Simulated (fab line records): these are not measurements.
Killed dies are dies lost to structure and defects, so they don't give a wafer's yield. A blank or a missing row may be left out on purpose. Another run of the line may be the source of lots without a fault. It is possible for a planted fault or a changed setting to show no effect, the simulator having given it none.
Lot-split experiment	flow n5Finfet	21 wafers read from 7 lots, route of 1938 steps

ON THE SPLIT
At N5_SD_EPI_N_PEB_07 (peb time 60 s), the setting pebTempC was moved away from the recipe's 110 C on 7 of the 21 wafers read, by -1.8% to +2.2%. The other wafers ran this setting at the recipe's value.

BETWEEN THE SPLIT AND THE READING: the file shows 1 step in between
- N5_SD_EPI_N_DEVELOP_08: develop time 30 s

THE READING
Shown in nm: cdNm at N5_SD_EPI_N_CD_MEAS_09, with target cd 120 nm. On this fab line, fault-free wafers typically give 120.6 nm with a standard deviation of 0.92 nm.

wafer	tool, chamber at the split	pebTempC as run, C	against the recipe	cdNm, nm	against lot-mates on the recipe
L078.1	lithoTrack-02, 0	108.8	-1.1%	118.1	-1.9
L078.2	lithoTrack-02, 0	110	recipe	120.0	-
L078.4	lithoTrack-02, 0	110	recipe	119.9	-
L082.1	lithoTrack-05, 0	110	recipe	120.7	-
L082.2	lithoTrack-05, 0	110	recipe	122.1	-
L082.5	lithoTrack-05, 0	110	recipe	120.9	-
L084.2	lithoTrack-02, 0	110	recipe	121.1	-
L084.3	lithoTrack-02, 0	108	-1.8%	115.8	-4.6
L084.6	lithoTrack-02, 0	110	recipe	119.7	-
L089.2	lithoTrack-02, 0	112.1	+1.9%	125.2	+5.0
L089.4	lithoTrack-02, 0	110	recipe	120.2	-
L089.6	lithoTrack-02, 0	112.1	+1.9%	124.3	+4.1
L091.3	lithoTrack-02, 0	110	recipe	120.4	-
L091.5	lithoTrack-02, 0	112	+1.8%	125.7	+5.2
L091.6	lithoTrack-02, 0	110	recipe	120.6	-
L094.1	lithoTrack-02, 0	110	recipe	120.7	-
L094.4	lithoTrack-02, 0	110	recipe	121.4	-
L094.5	lithoTrack-02, 0	110	recipe	120.2	-
L095.3	lithoTrack-02, 0	110	recipe	120.6	-
L095.4	lithoTrack-02, 0	112.4	+2.2%	125.6	+5.0
L095.5	lithoTrack-02, 0	112.4	+2.2%	126.9	+6.3

FIT RESULTS
A straight line over all 21 wafers: cdNm changes by +2.49 nm for each +1% of pebTempC; r = +0.97; the points scatter about the line by 0.64 nm.
The same after taking each lot's own level away (the mean of its wafers on the recipe; 21 wafers): +2.49 nm for each +1%; r = +0.98; scatter 0.53 nm.
On that fit, the largest move of pebTempC shifts the reading by 5.4 nm.
The span of the lots' own levels, 119.95 to 121.23 nm, comes to 1.4 times the standard deviation stated above.
Consequently the slope shifts little with the lot-to-lot level, the two slopes agreeing.
Check: with one of the wafers moved furthest among these (+2.2%) left out of the fit, the line predicts +5.64 nm for it against its lot-mates. It came out at +5 nm against them.

FURTHER SPLITS ON THESE WAFERS
Other splits were also applied to these wafers ahead of the reading. Each is held against what the fit with the lots' levels taken away leaves over:
other split on the same wafers	wafers away from the commonest value	r with cdNm (lot level and that fit taken away)
N5_WELL_APT_PEB_23 pebTempC	7	-0.41
N5_WELL_APT_DEVELOP_24 developTimeS	5	-0.17
N5_FIN_SAQP_HM_DEP_03 timeS	5	+0.11
N5_FIN_SAQP_PEB_14 pebTimeS	7	+0.28
N5_FIN_SAQP_ETCH_51 cf4FlowSccm	6	-0.28
N5_FIN_CUT_CUT_ETCH_15 timeS	5	-0.28

THE FILE'S OWN FIT
cdNm changes by +2.52 nm for each +1% of pebTempC, r = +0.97.
